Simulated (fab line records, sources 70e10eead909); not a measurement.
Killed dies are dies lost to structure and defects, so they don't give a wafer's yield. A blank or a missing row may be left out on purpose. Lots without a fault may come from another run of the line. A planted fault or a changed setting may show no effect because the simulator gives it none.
Chamber matching | flow nand_harc | NHARC_P_M1_DESCUM_14 on rie_diel-13: 4 sister chambers
The step chemistry O2, time 3 s. 24 wafers are shown with their chamber, then 12 later ones without.

WAFERS WITH THEIR CHAMBER
wafer  | chamber | drypump_motor_current_A (A) | showerhead_plenum_p_Torr (Torr) | throttle_valve_pct (%)
L074.3 | 3       | 5.7                         | 1.87                            | 11.305
L074.4 | 0       | 6.3                         | 1.86                            | 11.310
L074.6 | 1       | 5.1                         | 1.86                            | 11.314
L075.3 | 3       | 5.7                         | 1.87                            | 11.307
L075.4 | 1       | 5.1                         | 1.85                            | 11.309
L075.5 | 3       | 5.7                         | 1.87                            | 11.305
L079.1 | 0       | 6.3                         | 1.86                            | 11.317
L079.2 | 1       | 5.1                         | 1.85                            | 11.305
L079.6 | 2       | 5.4                         | 1.97                            | 11.318
L081.2 | 3       | 5.7                         | 1.87                            | 11.317
L081.3 | 0       | 6.3                         | 1.86                            | 11.313
L081.6 | 2       | 5.4                         | 1.97                            | 11.304
L082.1 | 3       | 5.7                         | 1.87                            | 11.316
L082.2 | 1       | 5.1                         | 1.85                            | 11.319
L082.4 | 2       | 5.4                         | 1.97                            | 11.296
L083.3 | 3       | 5.8                         | 1.87                            | 11.323
L083.5 | 1       | 5.1                         | 1.85                            | 11.314
L083.6 | 2       | 5.4                         | 1.97                            | 11.299
L086.3 | 1       | 5.1                         | 1.85                            | 11.323
L086.5 | 3       | 5.7                         | 1.87                            | 11.306
L086.6 | 2       | 5.4                         | 1.97                            | 11.320
L088.3 | 2       | 5.4                         | 1.96                            | 11.308
L088.4 | 1       | 5.1                         | 1.85                            | 11.323
L088.6 | 3       | 5.7                         | 1.87                            | 11.305

SIGNATURES (means of the wafers above)
reading                  | chamber 0 | chamber 1 | chamber 2 | chamber 3 | scatter within a chamber
drypump_motor_current_A  | 6.300     | 5.100     | 5.400     | 5.713     | 0.0209
showerhead_plenum_p_Torr | 1.8600    | 1.8514    | 1.9683    | 1.8700    | 0.00291
throttle_valve_pct       | 11.31333  | 11.31529  | 11.30750  | 11.31050  | 0.00756
Rule: a wafer's distance from a chamber is the root of the sum, over the readings, of the square of ((its reading less the chamber's mean) divided by the reading's scatter). The wafer belongs to the nearest chamber; if the next one is less than 2 further off, it can't be placed. The scatter: the root of (the sum of the squares of (reading less its chamber's mean) over the shown wafers, divided by (wafers less chambers)).

WAFERS WITHOUT THEIR CHAMBER
wafer  | drypump_motor_current_A (A) | showerhead_plenum_p_Torr (Torr) | throttle_valve_pct (%)
L092.1 | 5.7                         | 1.87                            | 11.302
L092.3 | 5.1                         | 1.85                            | 11.332
L092.6 | 5.1                         | 1.85                            | 11.321
L094.2 | 6.3                         | 1.86                            | 11.296
L094.3 | 5.7                         | 1.87                            | 11.295
L094.6 | 6.3                         | 1.86                            | 11.297
L095.2 | 5.7                         | 1.87                            | 11.317
L095.3 | 5.0                         | 1.85                            | 11.309
L095.4 | 5.4                         | 1.96                            | 11.320
L097.1 | 6.3                         | 1.86                            | 11.300
L097.5 | 5.7                         | 1.87                            | 11.306
L097.6 | 6.3                         | 1.86                            | 11.314

WHICH CHAMBER EACH WENT THROUGH
wafer  | from the rows above | in truth
L092.1 | 3                   | 3
L092.3 | 1                   | 1
L092.6 | 1                   | 1
L094.2 | 0                   | 0
L094.3 | 3                   | 3
L094.6 | 0                   | 0
L095.2 | 3                   | 3
L095.3 | 1                   | 1
L095.4 | 2                   | 2
L097.1 | 0                   | 0
L097.5 | 3                   | 3
L097.6 | 0                   | 0
Placed correctly: 12 of 12. Can't be placed from these rows: 0. Placed wrongly: 0.
